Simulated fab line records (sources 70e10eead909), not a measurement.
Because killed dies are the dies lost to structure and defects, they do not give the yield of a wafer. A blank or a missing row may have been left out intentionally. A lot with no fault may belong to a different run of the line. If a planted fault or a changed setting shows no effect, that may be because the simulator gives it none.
What tool caused it?    flow nand_harc    Sampling: 24 lots, 72 wafers, 4 of 1302 route steps

## WHAT THE GAUGES SHOWED, per wafer
NHARC_P_BONDPAD_OVL_MEAS_38.
lot   measured      on          overlay_x_nm (nm)  overlay_y_nm (nm)
L074  day 6 15:26   overlay-02  9 9 9              13 13 13
L075  day 7 08:49   overlay-01  4 4 5              -6 -6 -6
L076  day 7 18:35   overlay-02  -1 -2 -1           -12 -12 -13
L077  day 7 21:11   overlay-01  -10 -10 -10        -5 -5 -4
L078  day 8 03:51   overlay-01  12 12 12           -9 -8 -9
L079  day 8 17:56   overlay-02  1 1 1              4 3 3
L080  day 9 04:55   overlay-01  -7 -7 -7           -1 -1 -1
L081  day 9 10:11   overlay-02  -5 -5 -5           -3 -2 -2
L082  day 9 21:06   overlay-02  5 5 5              -4 -5 -4
L083  day 10 10:33  overlay-02  -6 -6 -5           13 13 13
L084  day 10 15:17  overlay-01  5 5 6              -1 -2 -2
L085  day 11 03:49  overlay-01  -6 -6 -6           -2 -2 -2
L086  day 11 12:38  overlay-01  -6 -6 -6           1 1 1
L087  day 11 23:49  overlay-01  -8 -9 -9           -6 -7 -6
L089  day 12 20:33  overlay-02  -7 -6 -7           -7 -7 -7
L088  day 12 20:43  overlay-01  3 3 3              3 3 3
L090  day 13 17:07  overlay-01  -12 -12 -11        -4 -3 -3
L091  day 13 20:45  overlay-01  -8 -9 -8           5 5 4
L092  day 14 06:20  overlay-01  -1 -1 -1           -5 -5 -4
L094  day 14 23:04  overlay-02  8 8 8              -10 -10 -11
L093  day 14 23:57  overlay-02  -3 -3 -3           1 1 1
L095  day 15 19:15  overlay-01  2 1 1              0 -1 -1
L096  day 16 01:47  overlay-01  8 7 8              0 0 0
L097  day 16 14:08  overlay-01  12 11 12           -2 -3 -2

NHARC_P_BONDPAD_CD_MEAS_13.
lot   measured      on         cd_nm (nm)
L074  day 6 15:52   cd_sem-03  498.1 498.0 499.1
L075  day 7 09:15   cd_sem-01  497.9 495.1 497.3
L076  day 7 19:01   cd_sem-01  498.6 495.4 498.9
L077  day 7 21:37   cd_sem-02  501.8 499.5 498.8
L078  day 8 04:19   cd_sem-01  498.8 499.2 497.0
L079  day 8 18:22   cd_sem-02  496.3 499.7 497.7
L080  day 9 05:21   cd_sem-02  497.4 498.3 498.0
L081  day 9 10:38   cd_sem-02  502.2 499.2 499.0
L082  day 9 21:32   cd_sem-02  499.1 498.3 500.9
L083  day 10 11:00  cd_sem-03  498.8 497.7 497.6
L084  day 10 15:44  cd_sem-03  499.3 500.6 498.6
L085  day 11 04:15  cd_sem-01  498.3 502.5 498.2
L086  day 11 13:04  cd_sem-02  499.1 498.7 498.9
L087  day 12 00:15  cd_sem-02  499.2 498.4 499.1
L089  day 12 20:59  cd_sem-03  501.7 499.2 499.7
L088  day 12 21:09  cd_sem-01  500.2 499.1 496.0
L090  day 13 17:33  cd_sem-03  499.7 497.3 499.6
L091  day 13 21:11  cd_sem-01  498.7 499.5 498.3
L092  day 14 06:47  cd_sem-01  499.1 499.6 498.6
L094  day 14 23:31  cd_sem-01  497.3 498.6 500.3
L093  day 15 00:23  cd_sem-02  500.3 500.5 499.8
L095  day 15 19:41  cd_sem-03  497.0 497.7 498.0
L096  day 16 02:13  cd_sem-02  499.0 500.1 501.6
L097  day 16 14:35  cd_sem-03  499.7 500.0 495.5

NHARC_A_ONON_D1_INSPECT_32.
lot   measured      on                 raw_defect_count
L074  day 8 04:53   defect_inspect-02  98 123 138
L075  day 9 00:01   defect_inspect-01  34 58 55
L076  day 9 08:46   defect_inspect-02  69 80 62
L077  day 9 12:37   defect_inspect-01  56 53 54
L078  day 9 19:07   defect_inspect-01  57 80 100
L079  day 10 11:19  defect_inspect-01  38 60 46
L080  day 10 19:54  defect_inspect-02  68 63 80
L081  day 11 01:22  defect_inspect-02  161 121 194
L082  day 11 17:13  defect_inspect-02  51 59 51
L083  day 12 04:33  defect_inspect-02  121 42 57
L084  day 12 08:33  defect_inspect-01  95 123 72
L085  day 12 20:29  defect_inspect-02  48 68 25
L086  day 13 05:12  defect_inspect-02  69 50 39
L087  day 13 20:47  defect_inspect-01  33 41 51
L089  day 14 12:43  defect_inspect-01  131 60 68
L088  day 14 12:46  defect_inspect-02  60 59 51
L090  day 15 11:47  defect_inspect-01  63 77 79
L091  day 15 11:55  defect_inspect-02  57 76 48
L092  day 15 22:53  defect_inspect-01  65 66 84
L094  day 16 18:25  defect_inspect-02  94 65 50
L093  day 16 18:09  defect_inspect-02  62 63 66
L095  day 17 10:57  defect_inspect-02  41 66 77
L096  day 17 18:02  defect_inspect-02  82 58 60
L097  day 18 05:45  defect_inspect-02  52 94 70

## WHAT TOOL EACH LOT RAN ON (gives the tool, then ch and the chambers of the sampled wafers, and finally the start)
lot   NHARC_P_BONDPAD_ANNEAL_28
L074  rtp_anneal-02 ch 0, day 6 17:14
L075  rtp_anneal-01 ch 0, day 7 10:40
L076  rtp_anneal-02 ch 0, day 7 20:25
L077  rtp_anneal-01 ch 0, day 7 22:59
L078  rtp_anneal-01 ch 0, day 8 05:49
L079  rtp_anneal-01 ch 0, day 8 19:44
L080  rtp_anneal-02 ch 0, day 9 06:43
L081  rtp_anneal-01 ch 0, day 9 12:06
L082  rtp_anneal-02 ch 0, day 9 23:03
L083  rtp_anneal-02 ch 0, day 10 12:28
L084  rtp_anneal-02 ch 0, day 10 17:11
L085  rtp_anneal-02 ch 0, day 11 05:37
L086  rtp_anneal-01 ch 0, day 11 14:26
L087  rtp_anneal-02 ch 0, day 12 01:40
L089  rtp_anneal-02 ch 0, day 12 22:20
L088  rtp_anneal-01 ch 0, day 12 22:31
L090  rtp_anneal-01 ch 0, day 13 18:59
L091  rtp_anneal-02 ch 0, day 13 22:35
L092  rtp_anneal-01 ch 0, day 14 08:12
L094  rtp_anneal-02 ch 0, day 15 00:58
L093  rtp_anneal-01 ch 0, day 15 01:48
L095  rtp_anneal-02 ch 0, day 15 21:05
L096  rtp_anneal-01 ch 0, day 16 03:36
L097  rtp_anneal-02 ch 0, day 16 15:56
- NHARC_P_BONDPAD_ANNEAL_28: time 90 s.

## AS READ BY THE TOOLS THEMSELVES (means over the sampled wafers that have a number; for cases with no such wafer, the mark the record gives instead)
NHARC_P_BONDPAD_ANNEAL_28.
lot   tool           wafer_temp_C_max
L074  rtp_anneal-02  226.3
L075  rtp_anneal-01  225.6
L076  rtp_anneal-02  226.5
L077  rtp_anneal-01  225.8
L078  rtp_anneal-01  225.4
L079  rtp_anneal-01  225.6
L080  rtp_anneal-02  226.8
L081  rtp_anneal-01  225.5
L082  rtp_anneal-02  226.6
L083  rtp_anneal-02  226.7
L084  rtp_anneal-02  226.6
L085  rtp_anneal-02  226.5
L086  rtp_anneal-01  225.7
L087  rtp_anneal-02  226.7
L089  rtp_anneal-02  226.6
L088  rtp_anneal-01  225.5
L090  rtp_anneal-01  225.7
L091  rtp_anneal-02  226.4
L092  rtp_anneal-01  225.6
L094  rtp_anneal-02  226.5
L093  rtp_anneal-01  225.6
L095  rtp_anneal-02  226.5
L096  rtp_anneal-01  225.7
L097  rtp_anneal-02  226.6

## THE ANSWER, worked out from the rows above alone
Rule: the lots themselves supply what counts as usual. The widest of any qualifying gaps counts: lots, ordered by their means at a reading, are off when they make up no more than a third of the lots, leave a main group of 4 or more, and stand apart from it by 3 or more times the standard deviation of that group's means. A main group whose means are all the same, to the digits that the tables above print for the reading, isn't used. Also off: a lot with no number at a reading for which 4 or more lots have one. All remaining lots with rows at the step are treated as sound. After the gauges, taken in route order, come the tools' own readings; for these a lot's mean is taken, as printed above. The first step at which some lot is off is used, and at that step the reading that is off furthest; a lot without a number counts as furthest.
Across all readings shown, no lot is off: no conclusion can be drawn from this.

## WHAT THE SIMULATOR HAD INSERTED
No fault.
